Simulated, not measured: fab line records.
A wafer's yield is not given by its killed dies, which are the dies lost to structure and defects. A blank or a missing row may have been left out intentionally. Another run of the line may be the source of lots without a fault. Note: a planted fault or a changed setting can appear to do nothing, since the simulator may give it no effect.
Chamber matching    flow nand harc    NHARC_A_STAIRCASE_DESCUM_186 on rie diel-06 has 4 sister chambers
The step chemistry O2, time 3 s. 8 wafers are shown with their chamber, then 12 later ones without.

== EACH WAFER AND ITS CHAMBER ==
wafer   chamber  drypump motor current A (A)  showerhead plenum p Torr (Torr)
L079.5  2        5.4                          1.86
L080.6  0        6.2                          1.95
L081.1  0        6.2                          1.95
L081.2  3        6.1                          1.96
L081.4  1        5.8                          1.91
L085.2  2        5.4                          1.86
L085.3  3        6.1                          1.95
L085.6  1        5.7                          1.90

== WAFERS MISSING THEIR CHAMBER ==
wafer   drypump motor current A (A)  showerhead plenum p Torr (Torr)
L087.2  5.7                          1.90
L087.4  6.1                          1.95
L087.5  5.4                          1.86
L092.2  5.7                          1.90
L092.5  6.2                          1.94
L092.6  5.7                          1.90
L091.4  5.8                          1.90
L091.5  5.7                          1.90
L091.6  5.5                          1.85
L095.1  5.7                          1.90
L095.2  6.1                          1.94
L095.6  6.2                          1.94

== THE CHAMBER EACH PASSED THROUGH ==
wafer   from the rows above      in truth
L087.2  1                        1
L087.4  can't be placed: 3 or 0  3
L087.5  2                        2
L092.2  1                        1
L092.5  0                        0
L092.6  1                        1
L091.4  1                        1
L091.5  1                        1
L091.6  2                        2
L095.1  1                        1
L095.2  can't be placed: 3 or 0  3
L095.6  0                        0
Correctly placed: 10 of 12. From these rows, 2 cannot be placed; in 2 the true chamber is one of the candidates. Placed wrongly: 0.
How it was worked out, from the rows above alone: a wafer's distance from a chamber is the root of the sum, over the readings, of the square of ((its reading less the chamber's mean) divided by the reading's scatter). The wafer belongs to the nearest chamber; if the next one is less than 2 further off, it can't be placed. Each chamber's mean is taken over the wafers shown for it. The scatter: the root of (the sum of the squares of (reading less its chamber's mean) over the shown wafers, divided by (wafers less chambers)).
